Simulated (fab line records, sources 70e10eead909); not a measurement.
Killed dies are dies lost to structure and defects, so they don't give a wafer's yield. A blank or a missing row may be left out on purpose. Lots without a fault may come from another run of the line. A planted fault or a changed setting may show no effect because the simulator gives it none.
Which tool did it? | flow nand_harc | 15 lots, 45 wafers sampled, at 1 step of a route of 1159

WHAT THE GAUGES READ, wafer by wafer
NHARC_A_CHANNEL_HOLE_D1_CD_MEAS_30. Usual: cd_nm 90.2 nm, standard deviation 1.1.
lot  | measured     | on        | cd_nm (nm)     | flag
L118 | day 8 22:08  | cd_sem-02 | 91.0 90.0 89.4 |
L117 | day 8 23:40  | cd_sem-01 | 90.1 88.4 89.2 |
L124 | day 10 20:06 | cd_sem-03 | 90.8 91.2 90.9 |
L125 | day 10 21:32 | cd_sem-02 | 90.2 88.4 87.8 |
L127 | day 11 12:41 | cd_sem-02 | 89.4 89.2 89.0 |
L126 | day 11 12:44 | cd_sem-03 | 90.7 91.3 89.9 |
L129 | day 11 18:43 | cd_sem-01 | 91.0 90.4 90.9 |
L128 | day 11 19:07 | cd_sem-01 | 90.1 89.4 91.1 |
L130 | day 12 02:16 | cd_sem-01 | 88.7 89.3 90.5 |
L131 | day 12 09:14 | cd_sem-01 | 89.4 88.8 89.6 |
L135 | day 12 20:32 | cd_sem-02 | 89.6 89.8 89.9 |
L136 | day 13 12:40 | cd_sem-02 | 88.4 88.8 89.8 |
L137 | day 13 16:55 | cd_sem-01 | 90.2 89.9 89.6 |
L139 | day 13 17:05 | cd_sem-02 | 89.1 90.0 90.2 |
L138 | day 13 21:04 | cd_sem-01 | 89.8 91.9 92.2 |

WHICH TOOL RAN EACH LOT (tool, then ch and the chambers of the sampled wafers, then the start)
The record holds no process step before these readings.

WHAT THE TOOLS THEMSELVES READ (means of the sampled wafers that have a number; where no wafer has one, the mark that the record gives instead)
The record holds no such reading with a usual standard deviation.

THE ANSWER, worked out from the rows above alone
Rule: a lot is off if the mean of its wafers that have a number lies more than 3 standard deviations from the usual mean. A lot without any number at a reading at which 4 lots or more have one is off too. The other lots that the step has rows for count as sound. The gauges are gone through in route order, then the tools' own readings, and for those a lot's mean is taken as printed above. The first step at which some lot is off is used, and at that step the reading that is off furthest; a lot without a number counts as furthest.
No lot is off at any reading shown: from this, nothing can be told.

WHAT THE SIMULATOR HAD PUT IN
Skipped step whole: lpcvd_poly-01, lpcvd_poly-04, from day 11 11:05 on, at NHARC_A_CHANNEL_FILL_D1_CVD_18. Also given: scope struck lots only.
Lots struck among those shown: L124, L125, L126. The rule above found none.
